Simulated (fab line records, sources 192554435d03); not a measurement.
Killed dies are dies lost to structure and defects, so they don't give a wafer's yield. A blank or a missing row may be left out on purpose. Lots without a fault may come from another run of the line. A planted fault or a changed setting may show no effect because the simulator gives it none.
Which tool did it? | flow n5_finfet | 24 lots, 72 wafers sampled, at 6 steps of a route of 1938

WHAT THE GAUGES READ, wafer by wafer
N5_BEOL_M5_CD_MEAS_11: target cd 27.74 nm.
lot  | measured     | on        | cd_nm (nm)
L074 | day 7 19:49  | cd_sem-02 | 27.4 27.7 27.0
L076 | day 8 08:50  | cd_sem-01 | 27.9 28.0 28.1
L075 | day 8 11:41  | cd_sem-03 | 27.9 28.1 28.1
L077 | day 8 14:22  | cd_sem-01 | 27.6 28.5 28.2
L078 | day 9 00:05  | cd_sem-01 | 27.8 27.5 28.0
L079 | day 9 06:24  | cd_sem-02 | 27.7 27.4 27.5
L081 | day 9 11:29  | cd_sem-03 | 28.1 27.7 28.4
L080 | day 9 15:23  | cd_sem-02 | 28.0 27.7 27.8
L082 | day 10 01:10 | cd_sem-03 | 28.0 28.2 27.9
L083 | day 10 08:10 | cd_sem-03 | 28.0 27.9 28.2
L084 | day 10 08:13 | cd_sem-03 | 28.2 28.6 28.2
L085 | day 10 17:50 | cd_sem-02 | 27.9 27.6 27.6
L086 | day 10 23:04 | cd_sem-02 | 27.9 28.1 27.7
L088 | day 11 07:05 | cd_sem-03 | 28.6 28.1 28.0
L087 | day 11 10:28 | cd_sem-02 | 27.8 27.8 28.3
L089 | day 11 16:37 | cd_sem-01 | 28.2 28.0 28.0
L091 | day 12 09:20 | cd_sem-01 | 28.1 28.1 28.5
L090 | day 12 18:28 | cd_sem-03 | 28.5 28.2 27.8
L093 | day 12 18:31 | cd_sem-01 | 28.1 27.8 27.5
L092 | day 13 05:22 | cd_sem-03 | 28.1 28.1 28.2
L094 | day 13 12:38 | cd_sem-01 | 27.9 28.2 28.2
L095 | day 13 15:25 | cd_sem-03 | 28.1 28.0 28.2
L096 | day 13 18:37 | cd_sem-01 | 28.4 27.6 27.6
L097 | day 14 03:32 | cd_sem-03 | 27.6 27.9 27.9

N5_BEOL_M5_OVL_MEAS_29.
lot  | measured     | on         | V4_OVL (nm)
L074 | day 7 23:17  | overlay-02 | -0.3 0.8 -0.2
L076 | day 8 10:15  | overlay-02 | -0.2 -1.3 -0.6
L075 | day 8 12:38  | overlay-02 | -0.7 0.5 0.4
L077 | day 8 16:56  | overlay-01 | 0.4 -0.2 0.6
L078 | day 9 01:19  | overlay-02 | -0.5 -0.8 -0.5
L079 | day 9 08:00  | overlay-02 | -0.8 -1.6 -0.3
L081 | day 9 14:05  | overlay-01 | 0.1 -0.8 0.0
L080 | day 9 18:02  | overlay-02 | -1.2 -0.4 -1.1
L082 | day 10 02:04 | overlay-02 | -0.4 -1.6 0.6
L083 | day 10 09:16 | overlay-02 | -0.9 -0.8 -0.9
L084 | day 10 09:19 | overlay-01 | 0.5 -0.7 0.2
L085 | day 10 18:45 | overlay-02 | -0.4 -0.4 -0.9
L086 | day 10 23:58 | overlay-02 | -0.1 0.1 -0.6
L088 | day 11 09:15 | overlay-02 | -1.2 -1.0 -0.2
L087 | day 11 11:55 | overlay-02 | -0.4 -1.7 -0.8
L089 | day 11 17:47 | overlay-01 | 0.2 -0.3 -0.7
L091 | day 12 10:52 | overlay-01 | 0.5 0.6 -0.2
L090 | day 12 21:05 | overlay-01 | -0.4 -0.3 -0.8
L093 | day 12 20:55 | overlay-02 | -0.3 0.1 -0.2
L092 | day 13 07:38 | overlay-01 | -1.0 -1.0 -0.3
L094 | day 13 14:19 | overlay-02 | 0.3 -0.1 0.4
L095 | day 13 17:09 | overlay-01 | -1.3 -1.5 -1.4
L096 | day 13 19:46 | overlay-01 | -0.4 -0.4 -0.4
L097 | day 14 04:33 | overlay-01 | -0.4 -1.2 -0.4

WHICH TOOL RAN EACH LOT (tool, then ch and the chambers of the sampled wafers, then the start)
lot  | N5_BEOL_M4_DEP_57               | N5_BEOL_M5_CURE_79            | N5_BEOL_M5_PECVD_70             | N5_BEOL_M5_ETCH_61
L074 | pecvd-04 ch 0,2, day 7 17:00    | uv_cure-02 ch 0, day 7 18:19  | pecvd-01 ch 1,2, day 7 18:42    | rie_diel-06 ch 0,1,2, day 7 20:04
L076 | pecvd-02 ch 0,1, day 8 06:32    | uv_cure-01 ch 0, day 8 07:41  | pecvd-03 ch 0,1, day 8 08:14    | rie_diel-06 ch 1,2, day 8 09:01
L075 | pecvd-02 ch 0,1, day 8 09:06    | uv_cure-01 ch 0, day 8 10:20  | pecvd-03 ch 1,2, day 8 10:48    | rie_diel-06 ch 1,2,3, day 8 11:55
L077 | pecvd-03 ch 1,2, day 8 11:29    | uv_cure-02 ch 1, day 8 12:42  | pecvd-03 ch 0,1,2, day 8 13:10  | rie_diel-03 ch 1,2,3, day 8 14:33
L078 | pecvd-02 ch 0,1,2, day 8 21:49  | uv_cure-03 ch 2, day 8 23:07  | pecvd-03 ch 0,1,2, day 8 23:30  | rie_diel-03 ch 0,1,3, day 9 00:27
L079 | pecvd-02 ch 0,1, day 9 03:35    | uv_cure-03 ch 2, day 9 04:46  | pecvd-01 ch 0,2, day 9 05:19    | rie_diel-01 ch 0,1, day 9 06:43
L081 | pecvd-02 ch 1,2, day 9 08:33    | uv_cure-02 ch 1, day 9 09:46  | pecvd-02 ch 0,1,2, day 9 10:14  | rie_diel-01 ch 0,2,3, day 9 12:01
L080 | pecvd-02 ch 0,1,2, day 9 11:02  | uv_cure-02 ch 0, day 9 12:27  | pecvd-01 ch 0,1,2, day 9 13:00  | rie_diel-06 ch 0,1,3, day 9 15:34
L082 | pecvd-03 ch 0,1, day 9 15:13    | uv_cure-02 ch 2, day 9 16:26  | pecvd-02 ch 0,1,2, day 9 16:55  | rie_diel-01 ch 0,1,2, day 10 01:21
L083 | pecvd-04 ch 1,2, day 10 03:19   | uv_cure-01 ch 1, day 10 04:40 | pecvd-03 ch 0,1, day 10 05:13   | rie_diel-01 ch 0,1,2, day 10 08:20
L084 | pecvd-02 ch 1,2, day 10 03:30   | uv_cure-01 ch 1, day 10 05:37 | pecvd-02 ch 1,2, day 10 06:10   | rie_diel-01 ch 0,2, day 10 08:34
L085 | pecvd-02 ch 0,1,2, day 10 15:06 | uv_cure-02 ch 0, day 10 16:42 | pecvd-01 ch 0,1,2, day 10 17:16 | rie_diel-01 ch 0,3, day 10 18:01
L086 | pecvd-04 ch 1,2, day 10 19:47   | uv_cure-02 ch 0, day 10 21:05 | pecvd-02 ch 1,2, day 10 21:57   | rie_diel-06 ch 0,2, day 10 23:14
L088 | pecvd-03 ch 0,1,2, day 11 03:46 | uv_cure-02 ch 2, day 11 04:55 | pecvd-02 ch 0,1,2, day 11 05:28 | rie_diel-03 ch 0,1,3, day 11 07:19
L087 | pecvd-04 ch 0,1,2, day 11 06:27 | uv_cure-03 ch 0, day 11 07:35 | pecvd-01 ch 0,1,2, day 11 08:08 | rie_diel-06 ch 0,1,2, day 11 10:39
L089 | pecvd-03 ch 0,2, day 11 10:51   | uv_cure-02 ch 0, day 11 11:59 | pecvd-02 ch 0,1,2, day 11 12:32 | rie_diel-01 ch 1,2,3, day 11 16:52
L091 | pecvd-03 ch 0,2, day 12 06:53   | uv_cure-02 ch 1, day 12 08:23 | pecvd-03 ch 0,2, day 12 08:46   | rie_diel-06 ch 0,1,3, day 12 09:31
L090 | pecvd-02 ch 0,1, day 12 15:07   | uv_cure-02 ch 0, day 12 16:20 | pecvd-03 ch 0,2, day 12 16:49   | rie_diel-01 ch 2,3, day 12 18:43
L093 | pecvd-04 ch 2, day 12 15:19     | uv_cure-03 ch 0, day 12 16:28 | pecvd-01 ch 1,2, day 12 17:01   | rie_diel-01 ch 1,2,3, day 12 18:56
L092 | pecvd-03 ch 1,2, day 13 02:11   | uv_cure-02 ch 2, day 13 03:26 | pecvd-02 ch 0,1,2, day 13 03:55 | rie_diel-06 ch 0,1, day 13 05:32
L094 | pecvd-03 ch 1,2, day 13 09:21   | uv_cure-02 ch 1, day 13 10:32 | pecvd-02 ch 0,2, day 13 11:05   | rie_diel-06 ch 1,2,3, day 13 12:49
L095 | pecvd-02 ch 0,2, day 13 11:53   | uv_cure-03 ch 2, day 13 13:12 | pecvd-01 ch 1,2, day 13 13:35   | rie_diel-03 ch 1,2, day 13 15:35
L096 | pecvd-02 ch 0,1,2, day 13 15:58 | uv_cure-01 ch 0, day 13 17:28 | pecvd-02 ch 1,2, day 13 17:57   | rie_diel-06 ch 1,3, day 13 18:47
L097 | pecvd-02 ch 0,1,2, day 14 01:23 | uv_cure-03 ch 1, day 14 02:37 | pecvd-03 ch 1,2, day 14 03:05   | rie_diel-03 ch 1,2,3, day 14 03:42
- N5_BEOL_M4_DEP_57: deposits SiCN from 3MS/NH3, target thk 8 nm, time 14 s.
- N5_BEOL_M5_CURE_79: cures SiCOH lowk, time 240 s.
- N5_BEOL_M5_PECVD_70: deposits SiO2 from TEOS/O2, target thk 16 nm, time 18 s.
- N5_BEOL_M5_ETCH_61: etches SiARC in CF4, target depth 15.6 nm, time 26 s.

WHAT THE TOOLS THEMSELVES READ (means of the sampled wafers that have a number; where no wafer has one, the mark that the record gives instead)
N5_BEOL_M4_DEP_57.
lot  | tool     | showerhead_plenum_p_Torr (Torr) | throttle_valve_pct (%)
L074 | pecvd-04 | 3.675                           | 9.6
L076 | pecvd-02 | 3.673                           | 8.7
L075 | pecvd-02 | 3.675                           | 8.7
L077 | pecvd-03 | 3.669                           | 8.7
L078 | pecvd-02 | 3.669                           | 8.6
L079 | pecvd-02 | 3.678                           | 8.5
L081 | pecvd-02 | 3.672                           | 8.4
L080 | pecvd-02 | 3.672                           | 8.7
L082 | pecvd-03 | 3.672                           | 9.2
L083 | pecvd-04 | 3.665                           | 9.4
L084 | pecvd-02 | 3.673                           | 8.5
L085 | pecvd-02 | 3.673                           | 8.5
L086 | pecvd-04 | 3.660                           | 9.5
L088 | pecvd-03 | 3.671                           | 8.8
L087 | pecvd-04 | 3.670                           | 9.6
L089 | pecvd-03 | 3.674                           | 8.5
L091 | pecvd-03 | 3.682                           | 8.9
L090 | pecvd-02 | 3.673                           | 8.9
L093 | pecvd-04 | 3.672                           | 8.8
L092 | pecvd-03 | 3.663                           | 8.6
L094 | pecvd-03 | 3.667                           | 8.8
L095 | pecvd-02 | 3.669                           | 8.7
L096 | pecvd-02 | 3.666                           | 8.7
L097 | pecvd-02 | 3.670                           | 8.6

N5_BEOL_M5_CURE_79.
lot  | tool       | lamp_power_pct (%) | wafer_temp_C_max
L074 | uv_cure-02 | 52.26              | 386.9
L076 | uv_cure-01 | 52.33              | 386.2
L075 | uv_cure-01 | 52.29              | 386.3
L077 | uv_cure-02 | 52.29              | 386.2
L078 | uv_cure-03 | 52.34              | 386.9
L079 | uv_cure-03 | 52.31              | 386.7
L081 | uv_cure-02 | 52.35              | 385.8
L080 | uv_cure-02 | 52.34              | 386.4
L082 | uv_cure-02 | 52.33              | 386.6
L083 | uv_cure-01 | 52.30              | 386.3
L084 | uv_cure-01 | 52.33              | 386.0
L085 | uv_cure-02 | 52.31              | 386.0
L086 | uv_cure-02 | 52.38              | 387.0
L088 | uv_cure-02 | 52.33              | 386.9
L087 | uv_cure-03 | 52.30              | 386.4
L089 | uv_cure-02 | 52.31              | 387.2
L091 | uv_cure-02 | 52.32              | 386.1
L090 | uv_cure-02 | 52.30              | 387.1
L093 | uv_cure-03 | 52.35              | 386.2
L092 | uv_cure-02 | 52.30              | 387.6
L094 | uv_cure-02 | 52.27              | 385.9
L095 | uv_cure-03 | 52.36              | 387.5
L096 | uv_cure-01 | 52.33              | 386.3
L097 | uv_cure-03 | 52.39              | 388.1

N5_BEOL_M5_PECVD_70.
lot  | tool     | heater_power_w (W) | showerhead_plenum_p_Torr (Torr) | throttle_valve_pct (%)
L074 | pecvd-01 | 795                | 8.81                            | 22.5
L076 | pecvd-03 | 739                | 8.82                            | 22.3
L075 | pecvd-03 | 709                | 8.78                            | 21.7
L077 | pecvd-03 | 754                | 8.80                            | 21.8
L078 | pecvd-03 | 751                | 8.83                            | 21.9
L079 | pecvd-01 | 693                | 8.79                            | 21.2
L081 | pecvd-02 | 697                | 8.82                            | 21.2
L080 | pecvd-01 | 744                | 8.81                            | 21.9
L082 | pecvd-02 | 712                | 8.82                            | 21.1
L083 | pecvd-03 | 724                | 8.79                            | 22.2
L084 | pecvd-02 | 624                | 8.84                            | 21.0
L085 | pecvd-01 | 781                | 8.81                            | 22.0
L086 | pecvd-02 | 607                | 8.83                            | 21.0
L088 | pecvd-02 | 758                | 8.81                            | 21.2
L087 | pecvd-01 | 803                | 8.81                            | 21.9
L089 | pecvd-02 | 708                | 8.81                            | 21.3
L091 | pecvd-03 | 699                | 8.88                            | 22.0
L090 | pecvd-03 | 688                | 8.85                            | 22.2
L093 | pecvd-01 | 684                | 8.84                            | 22.5
L092 | pecvd-02 | 713                | 8.79                            | 21.4
L094 | pecvd-02 | 834                | 8.80                            | 21.8
L095 | pecvd-01 | 796                | 8.82                            | 22.6
L096 | pecvd-02 | 653                | 8.82                            | 21.1
L097 | pecvd-03 | 661                | 8.78                            | 21.4

N5_BEOL_M5_ETCH_61.
lot  | tool        | drypump_motor_current_A (A) | etch_rf_on_time_s (s) | oes_product_au (a.u.) | rf_vpp_V (V) | showerhead_plenum_p_Torr (Torr) | throttle_valve_pct (%)
L074 | rie_diel-06 | 6.2                         | 25.9                  | 0.66                  | 184.1        | 2.13                            | 15.64
L076 | rie_diel-06 | 5.9                         | 26.0                  | 0.64                  | 184.9        | 2.15                            | 15.91
L075 | rie_diel-06 | 6.0                         | 26.0                  | 0.67                  | 183.1        | 2.12                            | 15.65
L077 | rie_diel-03 | 6.3                         | 26.3                  | 0.62                  | 183.7        | 2.12                            | 15.73
L078 | rie_diel-03 | 6.1                         | 25.9                  | 0.63                  | 183.7        | 2.11                            | 15.73
L079 | rie_diel-01 | 5.5                         | 26.2                  | 0.75                  | 183.8        | 2.17                            | 15.71
L081 | rie_diel-01 | 5.4                         | 26.2                  | 0.62                  | 184.2        | 2.17                            | 15.91
L080 | rie_diel-06 | 6.3                         | 25.8                  | 0.68                  | 183.9        | 2.10                            | 15.40
L082 | rie_diel-01 | 5.5                         | 26.4                  | 0.67                  | 184.3        | 2.17                            | 15.76
L083 | rie_diel-01 | 5.5                         | 26.6                  | 0.66                  | 184.4        | 2.17                            | 15.77
L084 | rie_diel-01 | 5.4                         | 27.0                  | 0.60                  | 184.2        | 2.18                            | 15.82
L085 | rie_diel-01 | 5.4                         | 26.2                  | 0.62                  | 184.2        | 2.15                            | 16.02
L086 | rie_diel-06 | 6.2                         | 25.1                  | 0.70                  | 182.3        | 2.06                            | 15.46
L088 | rie_diel-03 | 6.1                         | 25.5                  | 0.62                  | 183.4        | 2.10                            | 15.76
L087 | rie_diel-06 | 6.2                         | 25.7                  | 0.72                  | 184.2        | 2.13                            | 15.51
L089 | rie_diel-01 | 5.4                         | 26.0                  | 0.67                  | 184.1        | 2.18                            | 15.80
L091 | rie_diel-06 | 6.3                         | 25.3                  | 0.67                  | 183.5        | 2.09                            | 15.43
L090 | rie_diel-01 | 5.4                         | 26.0                  | 0.63                  | 184.0        | 2.17                            | 15.98
L093 | rie_diel-01 | 5.4                         | 25.9                  | 0.67                  | 184.4        | 2.18                            | 15.81
L092 | rie_diel-06 | 6.5                         | 25.5                  | 0.65                  | 184.4        | 2.10                            | 15.45
L094 | rie_diel-06 | 6.0                         | 25.7                  | 0.71                  | 183.9        | 2.11                            | 15.55
L095 | rie_diel-03 | 6.6                         | 26.5                  | 0.57                  | 183.9        | 2.10                            | 16.02
L096 | rie_diel-06 | 6.1                         | 25.6                  | 0.66                  | 182.3        | 2.07                            | 15.46
L097 | rie_diel-03 | 6.3                         | 26.4                  | 0.59                  | 183.5        | 2.10                            | 15.81

THE ANSWER, worked out from the rows above alone
Rule: what is usual is taken from the lots themselves. Put in order of their means at a reading, lots are off if they are a third of the lots or fewer, leave a main group of 4 or more, and stand apart from it by a gap of 3 or more times the standard deviation of the main group's means; of several such gaps the widest counts. A main group whose means are all the same, to the digits that the tables above print for the reading, isn't used. A lot without any number at a reading at which 4 lots or more have one is off too. The other lots that the step has rows for count as sound. The gauges are gone through in route order, then the tools' own readings, and for those a lot's mean is taken as printed above. The first step at which some lot is off is used, and at that step the reading that is off furthest; a lot without a number counts as furthest.
No lot is off at any reading shown: from this, nothing can be told.

WHAT THE SIMULATOR HAD PUT IN
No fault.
